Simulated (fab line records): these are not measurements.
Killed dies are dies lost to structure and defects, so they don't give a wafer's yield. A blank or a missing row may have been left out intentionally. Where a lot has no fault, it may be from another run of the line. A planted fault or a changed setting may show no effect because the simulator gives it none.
Problem report in the 8D (eight disciplines) form, filled by code + flow nand-harc + the parts of the form that need people (team, actions taken, sign-off) are left out

## 1. THE ISSUE
heater-power-total-W at NHARC_P_GATE_SOFTBAKE_21 reads a mean of 207.99 W on 3 wafers of 3 lots; wafers without a fault read 188.44 W with a standard deviation of 0.14. That is +99 or more standard deviations from the usual mean.
The step: time 55 s.
Earliest sighting: wafer L577.6 on litho-track-01 at day 8 15:00. Wafers with a number at this step in the record: 37, from 13 lots. By rule, "out" or "out of limits" means more than 4 standard deviations away from the usual mean. The rest of the wafers with a number are treated as sound.

## 2. WHAT IT IS, WHAT IT ISN'T
| question                    | is                     | is not                                                                                                                    |
|-----------------------------|------------------------|---------------------------------------------------------------------------------------------------------------------------|
| which readings at this step | heater-power-total-W   | -                                                                                                                         |
| which lots                  | L577, L579, L580       | L568, L570, L581, L585, L586, L587, L588, L589, L590, L591                                                                |
| which wafers of those lots  | L577.6, L579.5, L580.5 | L577.1, L577.3, L579.2, L580.2                                                                                            |
| read on which tools         | litho-track-01         | litho-track-04, litho-track-06                                                                                            |
| when                        | from day 8 15:00       | up to then (8 sound wafers); but 26 sound wafers of L579, L580, L581, L585, L586, L587, L588, L589, L590, L591 came after |

## 3. WHAT RULES OUT EACH SUSPECT
Counting: a tool at a process step up to the reading stays a suspect if it ran every lot that is out. Sound lots after the first of them don't rule it out here, since some wafers of a struck lot are sound.
- litho-track-01 at NHARC_P_GATE_SOFTBAKE_21 (time 55 s): kept. Ran every lot that is out, first one L577 (day 8 15:00); last sound lot up to then L568 (day 5 03:00). On those wafers its own readings are out: heater-power-total-W.
After counting, what remains is litho-track-01 at NHARC_P_GATE_SOFTBAKE_21.

## 4. THE CAUSE (what the simulator had put in)
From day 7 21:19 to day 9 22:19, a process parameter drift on litho-track-01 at NHARC_P_GATE_SOFTBAKE_21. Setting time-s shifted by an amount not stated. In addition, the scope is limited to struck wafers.
The count eliminated every tool but this one.

## 5. THE CHAIN OF EFFECTS, in route order
One row per reading whose mean, taken over the struck wafers that have a number, lies over 3 standard deviations from the usual. Readings are gone through only where the record gives a usual standard deviation; hours: the median, over the lots, of the time from a lot's start at the first step in this table giving one to that lot's start at this step; sigmas: the change measured in usual standard deviations.
| hours | step                     | reading              | usual    | on struck wafers | change | sigmas      |
|-------|--------------------------|----------------------|----------|------------------|--------|-------------|
| 0     | NHARC_P_GATE_SOFTBAKE_21 | heater-power-total-W | 188.44 W | 207.99           | +19.55 | +99 or more |
The process steps in it:
- NHARC_P_GATE_SOFTBAKE_21: time 55 s.
Later steps that measure or inspect, where all struck wafers having a row at the step show a number for every such reading and not one has moved that far: NHARC_END_SORT_01.

## 6. HOW IT WOULD HAVE BEEN CAUGHT EARLIER
18 hours passed between the start of the fault at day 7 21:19 and the first reading out of limits in this record, taken at day 8 15:00.
